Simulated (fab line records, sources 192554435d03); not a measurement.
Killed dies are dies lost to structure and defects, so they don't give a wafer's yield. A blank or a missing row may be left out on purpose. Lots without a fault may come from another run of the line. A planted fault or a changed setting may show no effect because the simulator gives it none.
fab line records | flow n5_finfet
record lots=24 wafers=72 last_day=18
route steps=1938 shown BEOL_M5@1112
lots that met no fault: from a run of the same line without faults
start_h: hours from the record's first day to the start of the lot's first wafer shown | wait_h: hours since the lot's step before | " the same as in the row above | L1.1+2: a row that stands for several wafers | - no value, or no start given | * or withheld: withheld | < > ~ a bound
route shown NAME@n: a module of which the file shows steps, and the number in the route of the first | usual: mean/standard deviation of fault-free wafers | same: alike in all rows | chamber/n: place in a boat | sites: the reading at each site | _std_site: their standard deviation | _edge_site: outer sites' mean less inner sites' | radius_mm: how far each site lies from the wafer's centre | mask NAME#n: copy n | behind: the tool/chamber that last shaped the wafer | hold: why the lot was held/for how many hours/how that ended | device: the transistor (n, p or np) that didn't switch | end of line: the same wafers' tests at the end of the route | a step without rows: its recipe alone | killed: dies lost to structure and defects at the first sort, not the wafer's yield | map: a wafer's dies, x killed, . not, _ none there
set.NAME: the setting as run; set.NAME@STEP: as run at that earlier step | model.NAME: the simulator's own value behind a step, which no gauge read
steps of the route over a sample of lots; a table a step, a row a wafer
services: from which hour (start_h, from the record's first day; less than 0 if before it) a tool's chamber was out of use, for how many hours, and why
## steps
# step N5_BEOL_M5_ILD_DEP_00
# recipe material=SiCOH_lowk target_thk_a=1406.4 temp_c=300 precursor=DEMS/porogen pressure_torr=5 rf_w=500 time_s=25.9
# usual heater_power_w=299/41 showerhead_plenum_p_Torr=5.746/0.014 throttle_valve_pct=13.8/0.76
# columns lot.wafer tool chamber start_h wait_h heater_power_w showerhead_plenum_p_Torr throttle_valve_pct
L074.4 pecvd-01 1 167.08 0.4 303 5.745 14.0
L074.5 " 1 " " 232 5.750 13.8
L074.6 " 0 " " 299 5.757 12.6
L075.1 pecvd-01 0 177.17 0.8 329 5.742 13.0
L075.2 " 2 " " 351 5.750 13.5
L075.6 " 2 " " 361 5.746 13.4
L076.3 pecvd-01 0 181.55 0.5 295 5.758 12.7
L076.4 " 1 " " 268 5.747 13.9
L076.5 " 0 " " 303 5.757 12.5
L077.2 pecvd-03 2 183.52 0.7 323 5.751 12.7
L077.3 " 0 " " 282 5.739 14.7
L077.6 " 0 " " 288 5.751 14.8
L078.1 pecvd-03 1 190.45 0.8 246 5.722 14.6
L078.3 " 0 " " 291 5.749 14.6
L078.6 " 0 " " 294 5.754 14.5
L079.3 pecvd-04 1 202.93 0.5 273 5.754 13.9
L079.4 " 0 " " 305 5.753 14.0
L079.6 " 0 " " 306 5.779 14.2
L081.1 pecvd-03 2 212.93 0.8 304 5.739 12.4
L081.3 " 1 " " 229 5.730 14.9
L081.5 " 1 " " 234 5.717 14.7
L080.1 pecvd-04 0 213.22 0.8 311 5.781 14.4
L080.4 " 0 " " 310 5.753 14.4
L080.5 " 1 " " 308 5.748 14.0
L082.1 pecvd-03 1 220.57 0.8 278 5.715 14.8
L082.2 " 2 " " 330 5.729 13.0
L082.3 " 0 " " 326 5.752 14.8
L083.2 pecvd-04 0 220.74 0.7 295 5.754 14.3
L083.3 " 0 " " 295 5.767 14.3
L083.5 " 0 " " 303 5.765 14.2
L084.1 pecvd-03 0 237.64 0.8 348 5.741 14.9
L084.3 " 0 " " 273 5.753 14.7
L084.6 " 2 " " 293 5.730 12.9
L085.3 pecvd-03 0 244.26 0.5 295 5.747 14.4
L085.4 " 2 " " 356 5.749 12.9
L085.6 " 0 " " 285 5.742 14.7
L086.1 pecvd-04 1 244.38 0.8 284 5.747 14.0
L086.4 " 0 " " 336 5.777 14.4
L086.5 " 1 " " 284 5.745 14.2
L087.2 pecvd-01 1 248.41 0.7 236 5.753 13.9
L087.5 " 0 " " 313 5.753 12.7
L087.6 " 2 " " 414 5.752 13.8
L088.3 pecvd-01 2 253.58 0.5 404 5.733 13.9
L088.4 " 1 " " 297 5.732 14.1
L088.6 " 2 " " 331 5.748 13.6
L089.3 pecvd-03 0 265.91 0.5 273 5.736 14.6
L089.4 " 2 " " 301 5.737 12.9
L089.6 " 0 " " 284 5.735 14.8
L090.2 pecvd-03 1 272.42 0.7 256 5.724 14.7
L090.4 " 1 " " 265 5.734 14.8
L090.6 " 2 " " 346 5.750 12.7
L091.1 pecvd-03 1 275.14 0.8 257 5.723 14.9
L091.3 " 0 " " 277 5.742 14.9
L091.6 " 0 " " 291 5.758 14.6
L093.1 pecvd-04 2 275.35 0.8 213 5.731 13.3
L093.2 " 0 " " 310 5.778 14.4
L093.5 " 2 " " 218 5.716 13.2
L092.2 pecvd-04 0 278.31 0.7 279 5.765 14.4
L092.4 " 2 " " 218 5.707 13.1
L092.6 " 0 " " 278 5.757 14.2
L094.1 pecvd-01 2 307.21 0.8 384 5.754 13.9
L094.2 " 1 " " 292 5.763 14.2
L094.6 " 1 " " 297 5.742 13.9
L095.1 pecvd-01 0 310.04 0.8 308 5.744 12.8
L095.3 " 2 " " 346 5.752 13.7
L095.5 " 1 " " 299 5.758 13.8
L096.1 pecvd-03 1 313.73 0.8 276 5.729 14.8
L096.2 " 0 " " 326 5.737 14.9
L096.3 " 2 " " 349 5.747 12.9
L097.2 pecvd-01 1 336.01 0.7 282 5.754 13.9
L097.4 " 0 " " 327 5.744 13.0
L097.6 " 1 " " 293 5.753 13.9
# step N5_BEOL_M5_STRIP_64
# recipe chemistry=CF4 resist=SiARC power_w=300 bias_power_w=75 pressure_mtorr=50 cf4_flow_sccm=150 rf_frequency_hz=6e+07
# usual drypump_motor_current_A=5.7/0.38 oes_product_au=0.78/0.083 rf_vpp_V=271.4/1.6 showerhead_plenum_p_Torr=1.81/0.055 throttle_valve_pct=13.56/0.25
# columns lot.wafer tool chamber start_h wait_h drypump_motor_current_A oes_product_au rf_hours_counter_h rf_vpp_V showerhead_plenum_p_Torr throttle_valve_pct
L074.4 rie_diel-06 1 168.69 0.0 5.5 0.67 235 272.0 1.76 13.59
L074.5 " 2 " " 5.2 0.71 - 272.4 1.86 13.83
L074.6 " 3 " " 5.5 0.88 - 273.5 1.82 13.25
L075.1 rie_diel-06 3 179.71 0.0 5.5 0.87 34 272.0 1.82 13.25
L075.2 " 2 " " 5.2 0.71 190 271.5 1.86 13.84
L075.6 " 2 " " 5.2 0.71 - 272.5 1.86 13.84
L076.3 rie_diel-01 0 185.41 0.0 5.3 0.79 84 272.1 1.82 13.80
L076.4 " 1 " " 6.4 0.87 33 271.4 1.76 13.33
L076.5 " 3 " " 5.9 0.82 - 272.6 1.89 13.52
L077.2 rie_diel-02 2 185.45 0.0 5.8 0.72 193 272.5 1.86 13.78
L077.3 " 3 " " 6.4 0.67 225 270.5 1.77 13.72
L077.6 " 0 " " 5.9 0.69 - 270.4 1.69 14.10
L078.1 rie_diel-02 3 193.84 0.0 6.4 0.66 228 270.1 1.77 13.74
L078.3 " 0 " " 5.9 0.68 238 268.8 1.68 14.09
L078.6 " 2 " " 5.8 0.71 - 270.5 1.86 13.78
L079.3 rie_diel-01 2 204.51 0.0 5.6 0.71 188 270.3 1.78 13.46
L079.4 " 3 " " 5.9 0.81 108 273.5 1.89 13.55
L079.6 " 0 " " 5.4 0.77 - 271.0 1.82 13.82
L081.1 rie_diel-06 2 216.65 0.0 5.2 0.70 204 272.5 1.85 13.88
L081.3 " 3 " " 5.5 0.84 48 270.1 1.81 13.29
L081.5 " 0 " " 5.9 0.93 - 270.9 1.76 13.26
L080.1 rie_diel-01 2 216.71 0.0 5.6 0.71 191 270.9 1.78 13.45
L080.4 " 0 " " 5.4 0.78 94 272.3 1.81 13.83
L080.5 " 2 " " 5.6 0.71 - 270.9 1.78 13.43
L082.1 rie_diel-06 3 222.16 0.0 5.5 0.85 51 270.5 1.81 13.30
L082.2 " 2 " " 5.2 0.69 206 272.8 1.85 13.89
L082.3 " 0 " " 5.9 0.92 9 268.8 1.76 13.24
L083.2 rie_diel-01 2 222.92 0.0 5.6 0.71 193 272.7 1.78 13.44
L083.3 " 3 " " 5.9 0.81 113 273.2 1.89 13.55
L083.5 " 3 " " 5.9 0.80 - 273.6 1.89 13.55
L084.1 rie_diel-01 3 240.64 0.0 5.9 0.80 119 274.0 1.89 13.56
L084.3 " 1 " " 6.4 0.85 52 272.0 1.76 13.38
L084.6 " 3 " " 5.9 0.80 - 272.5 1.89 13.56
L085.3 rie_diel-01 1 247.30 0.0 6.4 0.84 54 268.8 1.76 13.40
L085.4 " 3 " " 5.9 0.79 121 272.9 1.88 13.56
L085.6 " 3 " " 5.9 0.80 - 273.5 1.88 13.56
L086.1 rie_diel-06 1 247.46 0.0 5.5 0.94 6 270.8 1.75 13.07
L086.4 " 2 " " 5.2 0.69 214 271.8 1.85 13.89
L086.5 " 3 " " 5.5 0.83 - 272.3 1.81 13.30
L087.2 rie_diel-06 1 250.10 0.0 5.5 0.95 7 269.8 1.75 13.09
L087.5 " 3 " " 5.5 0.83 - 271.9 1.81 13.30
L087.6 " 2 " " 5.2 0.69 - 272.4 1.85 13.89
L088.3 rie_diel-01 1 255.34 0.0 6.4 0.84 57 268.7 1.76 13.40
L088.4 " 3 " " 5.9 0.80 123 273.4 1.88 13.56
L088.6 " 3 " " 5.9 0.80 - 274.0 1.88 13.57
L089.3 rie_diel-01 1 269.54 0.0 6.4 0.84 61 268.2 1.75 13.40
L089.4 " 3 " " 5.9 0.79 128 273.4 1.88 13.57
L089.6 " 0 " " 5.3 0.76 - 269.5 1.81 13.87
L090.2 rie_diel-01 1 274.10 0.0 6.4 0.84 63 269.3 1.75 13.39
L090.4 " 0 " " 5.4 0.76 112 272.2 1.81 13.89
L090.6 " 0 " " 5.3 0.76 - 271.2 1.81 13.86
L091.1 rie_diel-01 1 277.76 0.0 6.4 0.84 63 269.8 1.75 13.42
L091.3 " 0 " " 5.3 0.75 112 268.8 1.81 13.87
L091.6 " 1 " " 6.4 0.84 - 271.1 1.75 13.41
L093.1 rie_diel-06 3 278.30 0.0 5.5 0.82 70 272.2 1.81 13.34
L093.2 " 2 " " 5.2 0.69 225 273.3 1.85 13.92
L093.5 " 1 " " 5.5 0.95 - 268.0 1.75 13.09
L092.2 rie_diel-02 0 281.87 0.0 5.9 0.92 11 274.2 1.88 13.59
L092.4 " 1 " " 5.2 0.72 - 267.1 1.71 13.39
L092.6 " 0 " " 5.9 0.92 - 272.9 1.88 13.59
L094.1 rie_diel-02 3 309.52 0.0 6.4 0.93 8 271.8 1.76 13.26
L094.2 " 0 " " 5.9 0.90 21 273.3 1.88 13.61
L094.6 " 0 " " 5.9 0.89 - 274.0 1.88 13.60
L095.1 rie_diel-02 3 312.83 0.0 6.4 0.93 9 270.1 1.76 13.23
L095.3 " 0 " " 5.9 0.89 22 272.7 1.88 13.61
L095.5 " 0 " " 5.9 0.90 - 274.1 1.88 13.60
L096.1 rie_diel-06 2 315.93 0.0 5.2 0.68 236 271.9 1.84 13.95
L096.2 " 0 " " 5.9 0.86 38 270.6 1.76 13.34
L096.3 " 3 " " 5.5 0.81 80 272.3 1.80 13.35
L097.2 rie_diel-02 2 337.75 0.0 5.8 0.68 245 272.4 1.84 13.89
L097.4 " 1 " " 5.2 0.71 - 269.9 1.70 13.45
L097.6 " 0 " " 5.9 0.87 - 272.6 1.88 13.65
# step N5_BEOL_M5_STRIP_19
# recipe chemistry=O2 power_w=400 temp_c=40 pressure_mtorr=30 rf_frequency_hz=6e+07 bias_power_w=0 overash_fraction=0.2 o2_flow_sccm=225
# usual drypump_motor_current_A=5.7/0.39 oes_product_au=0.79/0.092 rf_vpp_V=3.6/0.51 showerhead_plenum_p_Torr=2.10/0.069 throttle_valve_pct=16.67/0.24
# columns lot.wafer tool chamber start_h wait_h drypump_motor_current_A oes_product_au rf_hours_counter_h rf_vpp_V showerhead_plenum_p_Torr throttle_valve_pct
L074.4 rie_diel-02 1 168.92 0.1 5.2 0.77 156 3.0 2.02 16.41
L074.5 " 3 " " 6.4 0.68 - 4.0 2.08 16.81
L074.6 " 2 " " 5.8 0.73 - 3.9 2.17 16.81
L075.1 rie_diel-02 0 179.97 0.2 5.9 0.68 233 4.4 1.97 17.16
L075.2 " 1 " " 5.2 0.76 160 3.2 2.01 16.42
L075.6 " 0 " " 5.9 0.68 - 2.2 1.97 17.14
L076.3 rie_diel-01 0 185.56 0.1 5.4 0.80 84 4.5 2.14 16.99
L076.4 " 2 " " 5.5 0.72 181 4.5 2.07 16.35
L076.5 " 3 " " 5.9 0.82 - 3.3 2.22 16.66
L077.2 rie_diel-01 2 185.60 0.1 5.6 0.72 181 4.1 2.07 16.36
L077.3 " 1 " " 6.4 0.88 33 3.9 2.05 16.47
L077.6 " 3 " " 5.9 0.82 - 4.2 2.22 16.65
L078.1 rie_diel-06 3 194.08 0.2 5.5 0.87 40 3.2 2.13 16.39
L078.3 " 2 " " 5.2 0.71 196 4.2 2.16 16.89
L078.6 " 2 " " 5.2 0.72 - 3.7 2.16 16.88
L079.3 rie_diel-02 3 204.75 0.1 6.4 0.67 231 3.7 2.08 16.84
L079.4 " 0 " " 5.9 0.68 241 3.3 1.97 17.15
L079.6 " 2 " " 5.8 0.72 - 3.2 2.17 16.85
L080.1 rie_diel-06 0 216.93 0.1 5.9 0.96 6 3.9 2.07 16.49
L080.4 " 3 " " 5.5 0.87 - 4.0 2.13 16.40
L080.5 " 0 " " 5.9 0.96 - 3.5 2.08 16.51
L081.1 rie_diel-02 1 216.96 0.2 5.2 0.75 172 3.3 2.01 16.45
L081.3 " 2 " " 5.8 0.71 202 3.6 2.17 16.87
L081.5 " 3 " " 6.4 0.67 - 3.3 2.07 16.85
L082.1 rie_diel-02 3 222.31 0.1 6.4 0.66 238 3.3 2.07 16.85
L082.2 " 1 " " 5.2 0.75 174 4.1 2.01 16.44
L082.3 " 0 " " 5.9 0.67 248 4.0 1.97 17.18
L083.2 rie_diel-01 1 223.13 0.1 6.4 0.86 46 4.0 2.05 16.46
L083.3 " 3 " " 5.9 0.81 113 3.6 2.21 16.66
L083.5 " 2 " " 5.6 0.71 - 4.2 2.06 16.37
L084.1 rie_diel-06 3 240.79 0.1 5.5 0.85 56 3.5 2.13 16.42
L084.3 " 1 " " 5.5 0.97 4 3.2 2.07 16.31
L084.6 " 0 " " 5.9 0.93 - 3.5 2.07 16.52
L085.3 rie_diel-01 0 247.45 0.1 5.4 0.77 103 3.9 2.13 17.03
L085.4 " 1 " " 6.4 0.84 54 2.6 2.04 16.51
L085.6 " 1 " " 6.5 0.85 - 4.1 2.04 16.49
L086.1 rie_diel-06 1 247.61 0.1 5.5 0.95 6 4.2 2.07 16.31
L086.4 " 3 " " 5.5 0.86 59 4.0 2.12 16.44
L086.5 " 1 " " 5.5 0.96 - 3.3 2.07 16.32
L087.2 rie_diel-01 1 250.25 0.1 6.5 0.84 55 4.4 2.04 16.50
L087.5 " 2 " " 5.6 0.71 - 3.3 2.06 16.39
L087.6 " 3 " " 5.9 0.79 - 3.1 2.21 16.69
L088.3 rie_diel-02 0 255.49 0.1 5.9 0.97 2 3.6 2.23 16.77
L088.4 " 0 " " 5.9 0.96 - 4.3 2.23 16.75
L088.6 " 2 " " 5.8 0.69 - 4.7 2.16 16.87
L089.3 rie_diel-06 2 269.80 0.1 5.2 0.69 223 4.0 2.15 16.94
L089.4 " 1 " " 5.5 0.96 8 4.4 2.07 16.30
L089.6 " 0 " " 5.9 0.90 - 2.9 2.07 16.55
L090.2 rie_diel-06 2 274.32 0.1 5.2 0.69 224 3.2 2.15 16.94
L090.4 " 0 " " 5.9 0.91 26 3.9 2.07 16.55
L090.6 " 0 " " 5.9 0.91 - 3.4 2.07 16.53
L091.1 rie_diel-01 2 277.91 0.1 5.6 0.70 211 3.7 2.06 16.42
L091.3 " 3 " " 5.9 0.79 130 4.8 2.21 16.70
L091.6 " 3 " " 5.9 0.78 - 3.8 2.21 16.70
L093.1 rie_diel-01 1 278.46 0.1 6.4 0.83 63 4.3 2.04 16.51
L093.2 " 0 " " 5.4 0.77 112 3.3 2.13 17.03
L093.5 " 3 " " 5.9 0.78 - 3.9 2.21 16.72
L092.2 rie_diel-01 0 282.19 0.2 5.4 0.76 113 4.2 2.13 17.04
L092.4 " 1 " " 6.5 0.84 64 3.1 2.04 16.51
L092.6 " 1 " " 6.5 0.83 - 3.8 2.04 16.51
L094.1 rie_diel-02 0 309.69 0.1 5.9 0.90 21 3.4 2.22 16.81
L094.2 " 1 " " 5.1 0.73 207 4.4 2.00 16.49
L094.6 " 0 " " 5.9 0.91 - 3.8 2.22 16.79
L095.1 rie_diel-02 2 312.98 0.1 5.8 0.68 238 3.0 2.16 16.92
L095.3 " 0 " " 5.9 0.89 22 3.0 2.22 16.81
L095.5 " 1 " " 5.2 0.72 - 3.0 2.00 16.50
L096.1 rie_diel-06 0 316.08 0.1 5.9 0.87 38 3.9 2.06 16.55
L096.2 " 2 " " 5.2 0.68 236 3.5 2.15 16.97
L096.3 " 1 " " 5.5 0.91 22 3.0 2.07 16.33
L097.2 rie_diel-02 1 337.91 0.1 5.2 0.72 215 3.4 2.00 16.51
L097.4 " 0 " " 5.9 0.88 - 2.9 2.22 16.83
L097.6 " 1 " " 5.2 0.73 - 3.8 2.00 16.52
# step N5_BEOL_M5_VIA_ETCH_34
# recipe chemistry=C4F6/O2 target=SiCOH_lowk target_depth_a=883 mask_material=SOC taper_deg=4 time_s=39.2 ion_energy_ev=250 pressure_mtorr=30 source_w=345 bias_w=185 Ar_flow_sccm=300 C4F6_flow_sccm=10 O2_flow_sccm=10
# usual drypump_motor_current_A=5.7/0.39 oes_product_au=0.78/0.095 rf_vpp_V=662/9 showerhead_plenum_p_Torr=2.85/0.085 throttle_valve_pct=20.88/0.28
# columns lot.wafer tool chamber start_h wait_h drypump_motor_current_A oes_product_au rf_hours_counter_h rf_vpp_V showerhead_plenum_p_Torr throttle_valve_pct
L074.4 rie_diel-02 3 171.09 0.0 6.4 0.67 219 648 2.81 20.90
L074.5 " 1 " " 5.2 0.76 - 646 2.73 20.52
L074.6 " 2 " " 5.8 0.72 - 657 2.92 20.86
L075.1 rie_diel-02 1 181.33 0.0 5.2 0.76 161 645 2.73 20.53
L075.2 " 2 " " 5.8 0.71 191 659 2.92 20.86
L075.6 " 1 " " 5.2 0.75 - 646 2.73 20.53
L076.3 rie_diel-02 2 188.05 0.0 5.8 0.71 193 658 2.92 20.86
L076.4 " 1 " " 5.2 0.76 163 645 2.73 20.54
L076.5 " 3 " " 6.4 0.66 - 647 2.80 20.92
L077.2 rie_diel-01 0 188.62 0.0 5.4 0.79 85 670 2.88 21.13
L077.3 " 1 " " 6.5 0.88 34 672 2.80 20.79
L077.6 " 0 " " 5.4 0.79 - 669 2.88 21.16
L078.1 rie_diel-06 1 196.98 0.0 5.4 0.66 247 671 2.81 20.86
L078.3 " 3 " " 5.5 0.88 41 664 2.89 20.66
L078.6 " 1 " " 5.5 0.66 - 674 2.81 20.85
L079.3 rie_diel-06 0 206.56 0.0 5.9 0.97 2 656 2.79 20.61
L079.4 " 0 " " 5.9 0.98 - 656 2.79 20.64
L079.6 " 2 " " 5.2 0.70 - 668 2.96 21.23
L080.1 rie_diel-01 1 219.28 0.0 6.5 0.86 45 673 2.80 20.82
L080.4 " 0 " " 5.4 0.78 94 669 2.87 21.15
L080.5 " 1 " " 6.4 0.86 - 674 2.80 20.81
L081.1 rie_diel-02 3 219.32 0.0 6.4 0.65 236 647 2.80 20.93
L081.3 " 0 " " 5.9 0.68 246 668 2.71 21.49
L081.5 " 1 " " 5.2 0.74 - 647 2.72 20.54
L083.2 rie_diel-02 1 224.72 0.0 5.2 0.75 175 646 2.72 20.55
L083.3 " 0 " " 5.9 0.67 249 667 2.71 21.51
L083.5 " 1 " " 5.2 0.74 - 645 2.72 20.54
L082.1 rie_diel-06 2 224.96 0.0 5.2 0.71 207 668 2.96 21.24
L082.2 " 0 " " 5.9 0.94 9 654 2.79 20.65
L082.3 " 3 " " 5.5 0.87 51 665 2.89 20.68
L084.1 rie_diel-06 0 242.63 0.0 5.9 0.92 14 656 2.79 20.65
L084.3 " 3 " " 5.5 0.86 56 665 2.89 20.66
L084.6 " 2 " " 5.2 0.70 - 669 2.95 21.26
L085.3 rie_diel-02 1 248.25 0.0 5.2 0.73 184 645 2.72 20.55
L085.4 " 1 " " 5.2 0.73 - 646 2.72 20.58
L085.6 " 3 " " 6.4 0.65 - 648 2.80 20.94
L086.1 rie_diel-06 2 248.74 0.0 5.2 0.70 214 667 2.95 21.24
L086.4 " 1 " " 5.5 0.97 6 673 2.81 20.52
L086.5 " 1 " " 5.5 0.97 - 673 2.81 20.52
L087.2 rie_diel-06 2 252.88 0.0 5.2 0.69 216 668 2.95 21.26
L087.5 " 2 " " 5.2 0.69 - 669 2.95 21.26
L087.6 " 3 " " 5.5 0.86 - 663 2.89 20.69
L088.3 rie_diel-02 2 256.19 0.0 5.8 0.70 217 656 2.90 20.90
L088.4 " 2 " " 5.8 0.70 - 657 2.90 20.92
L088.6 " 1 " " 5.1 0.74 - 646 2.72 20.57
L089.3 rie_diel-01 3 270.62 0.0 5.9 0.80 129 660 2.96 20.77
L089.4 " 2 " " 5.6 0.71 209 658 2.83 20.73
L089.6 " 2 " " 5.6 0.71 - 659 2.83 20.73
L090.2 rie_diel-06 2 276.11 0.0 5.2 0.69 225 669 2.95 21.27
L090.4 " 1 " " 5.5 0.97 10 674 2.80 20.54
L090.6 " 3 " " 5.5 0.85 - 665 2.88 20.71
L091.1 rie_diel-01 3 281.09 0.0 5.9 0.78 131 659 2.96 20.77
L091.3 " 2 " " 5.6 0.71 212 659 2.83 20.74
L091.6 " 2 " " 5.6 0.71 - 658 2.83 20.73
L093.1 rie_diel-06 0 281.71 0.0 5.8 0.89 28 654 2.78 20.67
L093.2 " 1 " " 5.5 0.95 12 674 2.80 20.53
L093.5 " 3 " " 5.5 0.83 - 665 2.88 20.70
L092.2 rie_diel-06 2 284.45 0.0 5.2 0.68 227 669 2.95 21.28
L092.4 " 1 " " 5.5 0.93 13 673 2.80 20.53
L092.6 " 0 " " 5.9 0.89 - 655 2.78 20.66
L094.1 rie_diel-01 3 311.74 0.0 5.9 0.78 141 658 2.95 20.77
L094.2 " 0 " " 5.4 0.76 123 670 2.86 21.18
L094.6 " 3 " " 5.9 0.78 - 659 2.95 20.78
L096.1 rie_diel-06 0 317.64 0.0 5.9 0.87 38 655 2.78 20.68
L096.2 " 2 " " 5.2 0.68 237 669 2.94 21.29
L096.3 " 1 " " 5.5 0.92 23 671 2.80 20.54
L095.1 rie_diel-01 1 324.18 0.0 6.5 0.83 76 673 2.78 20.84
L095.3 " 3 " " 5.9 0.77 145 658 2.95 20.79
L095.5 " 0 " " 5.4 0.76 - 669 2.86 21.19
L097.2 rie_diel-02 2 341.09 0.0 5.8 0.68 247 657 2.89 20.95
L097.4 " 0 " " 5.9 0.90 - 677 3.03 21.26
L097.6 " 1 " " 5.2 0.72 - 646 2.71 20.61
# step N5_BEOL_M5_PRE_CLEAN_45
# recipe gas=H2/He time_s=30 temp_c=250
# usual heater_power_w=334/53
# columns lot.wafer tool chamber start_h wait_h heater_power_w
L074.4 pvd_sputter-03 - 172.31 0.0 317
L074.5 " - " " 324
L074.6 " - " " 326
L075.1 pvd_sputter-01 - 183.67 0.0 329
L075.2 " - " " 344
L075.6 " - " " 319
L076.3 pvd_sputter-01 - 189.06 0.0 339
L076.4 " - " " 300
L076.5 " - " " 323
L077.2 pvd_sputter-02 - 189.44 0.0 424
L077.3 " - " " 247
L077.6 " - " " 341
L078.1 pvd_sputter-02 - 198.03 0.0 243
L078.3 " - " " 425
L078.6 " - " " 413
L079.3 pvd_sputter-03 - 207.88 0.0 292
L079.4 " - " " 325
L079.6 " - " " 326
L080.1 pvd_sputter-03 - 220.25 0.0 332
L080.4 " - " " 283
L080.5 " - " " 319
L081.1 pvd_sputter-03 - 220.75 0.0 321
L081.3 " - " " 327
L081.5 " - " " 306
L083.2 pvd_sputter-02 - 225.69 0.0 343
L083.3 " - " " 422
L083.5 " - " " 338
L082.1 pvd_sputter-02 - 226.07 0.0 249
L082.2 " - " " 440
L082.3 " - " " 343
L084.1 pvd_sputter-01 - 243.69 0.0 344
L084.3 " - " " 356
L084.6 " - " " 305
L085.3 pvd_sputter-03 - 249.13 0.0 313
L085.4 " - " " 292
L085.6 " - " " 325
L086.1 pvd_sputter-03 - 249.59 0.0 294
L086.4 " - " " 325
L086.5 " - " " 313
L087.2 pvd_sputter-03 - 254.10 0.0 336
L087.5 " - " " 321
L087.6 " - " " 313
L088.3 pvd_sputter-03 - 257.47 0.0 326
L088.4 " - " " 317
L088.6 " - " " 293
L089.3 pvd_sputter-02 - 272.82 0.0 417
L089.4 " - " " 423
L089.6 " - " " 421
L090.2 pvd_sputter-02 - 277.34 0.0 436
L090.4 " - " " 249
L090.6 " - " " 423
L091.1 pvd_sputter-02 - 281.90 0.0 432
L091.3 " - " " 347
L091.6 " - " " 335
L093.1 pvd_sputter-02 - 284.32 0.0 433
L093.2 " - " " 342
L093.5 " - " " 424
L092.2 pvd_sputter-01 - 285.59 0.0 333
L092.4 " - " " 320
L092.6 " - " " 323
L094.1 pvd_sputter-02 - 312.70 0.0 339
L094.2 " - " " 241
L094.6 " - " " 244
L096.1 pvd_sputter-01 - 318.44 0.0 346
L096.2 " - " " 294
L096.3 " - " " 316
L095.1 pvd_sputter-02 - 325.00 0.0 336
L095.3 " - " " 243
L095.5 " - " " 336
L097.2 pvd_sputter-01 - 342.21 0.0 298
L097.4 " - " " 350
L097.6 " - " " 321
# step N5_BEOL_M5_SPUTTER_48
# recipe material=Cu target_thk_a=150 temp_c=-20 chamber_pressure_pa=0.07 power_w=withheld time_s=27.62
# usual chamber_pressure_pa=0.06999/0.00014 throttle_valve_pct=30.0/1.1
# columns lot.wafer tool chamber start_h wait_h chamber_pressure_pa throttle_valve_pct
L074.4 pvd_sputter-03 - 173.07 0.2 0.07001 29.8
L074.5 " - " " 0.06999 30.4
L074.6 " - " " 0.07 29.7
L075.1 pvd_sputter-01 - 184.47 0.1 0.07012 29.2
L075.2 " - " " 0.06968 28.5
L075.6 " - " " 0.06995 30.4
L076.3 pvd_sputter-01 - 189.59 0.1 0.0702 29.4
L076.4 " - " " 0.06987 28.7
L076.5 " - " " 0.06986 28.6
L077.2 pvd_sputter-03 - 191.69 1.6 0.07 30.3
L077.3 " - " " 0.07018 29.9
L077.6 " - " " 0.0698 30.3
L078.1 pvd_sputter-02 - 198.63 0.2 0.0698 29.7
L078.3 " - " " 0.07 30.3
L078.6 " - " " 0.07015 30.4
L079.3 pvd_sputter-01 - 208.40 0.1 0.07003 28.3
L079.4 " - " " 0.07017 30.1
L079.6 " - " " 0.06999 29.3
L080.1 pvd_sputter-03 - 220.96 0.1 0.07014 29.6
L080.4 " - " " 0.06999 30.4
L080.5 " - " " 0.07026 30.2
L081.1 pvd_sputter-01 - 221.42 0.2 0.07008 28.4
L081.3 " - " " 0.06981 30.2
L081.5 " - " " 0.06996 29.4
L083.2 pvd_sputter-03 - 226.37 0.1 0.0702 29.6
L083.3 " - " " 0.06986 30.6
L083.5 " - " " 0.06986 30.4
L082.1 pvd_sputter-02 - 227.49 0.8 0.0701 31.2
L082.2 " - " " 0.06989 30.1
L082.3 " - " " 0.07006 29.7
L084.1 pvd_sputter-01 - 244.39 0.1 0.06996 30.3
L084.3 " - " " 0.07013 29.6
L084.6 " - " " 0.07017 28.2
L085.3 pvd_sputter-02 - 249.69 0.1 0.0698 29.7
L085.4 " - " " 0.06987 30.8
L085.6 " - " " 0.07004 31.1
L086.1 pvd_sputter-01 - 251.80 0.1 0.06995 28.4
L086.4 " - " " 0.06995 28.4
L086.5 " - " " 0.07016 28.3
L087.2 pvd_sputter-02 - 254.82 0.1 0.06992 30.7
L087.5 " - " " 0.06969 30.6
L087.6 " - " " 0.06991 29.9
L088.3 pvd_sputter-03 - 258.15 0.1 0.07013 30.7
L088.4 " - " " 0.06986 30.1
L088.6 " - " " 0.06997 30.4
L089.3 pvd_sputter-03 - 273.36 0.1 0.06998 30.6
L089.4 " - " " 0.07 29.6
L089.6 " - " " 0.07033 30.5
L090.2 pvd_sputter-03 - 277.91 0.2 0.07016 32.2
L090.4 " - " " 0.06986 30.2
L090.6 " - " " 0.07011 29.5
L091.1 pvd_sputter-03 - 283.92 1.4 0.07013 30.3
L091.3 " - " " 0.07003 32.3
L091.6 " - " " 0.06986 29.9
L093.1 pvd_sputter-02 - 285.18 0.3 0.06995 30.6
L093.2 " - " " 0.0701 29.9
L093.5 " - " " 0.07008 30.1
L092.2 pvd_sputter-03 - 288.35 1.8 0.07005 30.3
L092.4 " - " " 0.06979 32.3
L092.6 " - " " 0.07013 29.7
L094.1 pvd_sputter-01 - 313.74 0.3 0.07025 28.5
L094.2 " - " " 0.07021 30.3
L094.6 " - " " 0.07014 30.5
L096.1 pvd_sputter-02 - 319.04 0.2 0.06986 30.8
L096.2 " - " " 0.06993 31.2
L096.3 " - " " 0.0699 29.5
L095.1 pvd_sputter-01 - 325.57 0.1 0.07027 28.6
L095.3 " - " " 0.06995 30.3
L095.5 " - " " 0.07024 28.8
L097.2 pvd_sputter-01 - 342.99 0.2 0.06993 28.3
L097.4 " - " " 0.07009 28.4
L097.6 " - " " 0.06986 29.9
## services
# columns tool chamber start_h hours kind
pecvd-03 - 146.95 2.8 pm
pecvd-04 2 154.24 4.7 repair
pecvd-01 1 160.64 3.2 repair
rie_diel-06 2 162.47 4.1 repair
rie_diel-01 - 165.45 15.6 pm
pecvd-01 2 166.23 2.9 repair
pecvd-04 0 208.94 1.9 repair
pecvd-04 1 216.87 14.9 repair
pecvd-01 - 218.27 14.1 repair
pecvd-04 - 222.72 0.5 repair
pecvd-03 1 236.93 4.2 repair
pecvd-01 - 249.84 0.6 repair
rie_diel-06 1 250.77 15.2 repair
pecvd-01 - 269.73 1.0 repair
pecvd-04 - 270.16 2.9 repair
rie_diel-01 1 306.06 3.2 repair
pvd_sputter-03 - 313.96 11.4 repair
rie_diel-01 2 317.52 13.2 repair
rie_diel-06 1 324.83 6.5 repair
rie_diel-06 0 329.54 6.8 repair
rie_diel-01 - 331.02 28.1 pm
pvd_sputter-01 - 331.34 3.0 repair
pvd_sputter-01 - 337.39 1.7 repair
rie_diel-02 3 337.71 39.6 repair
## key
fault none
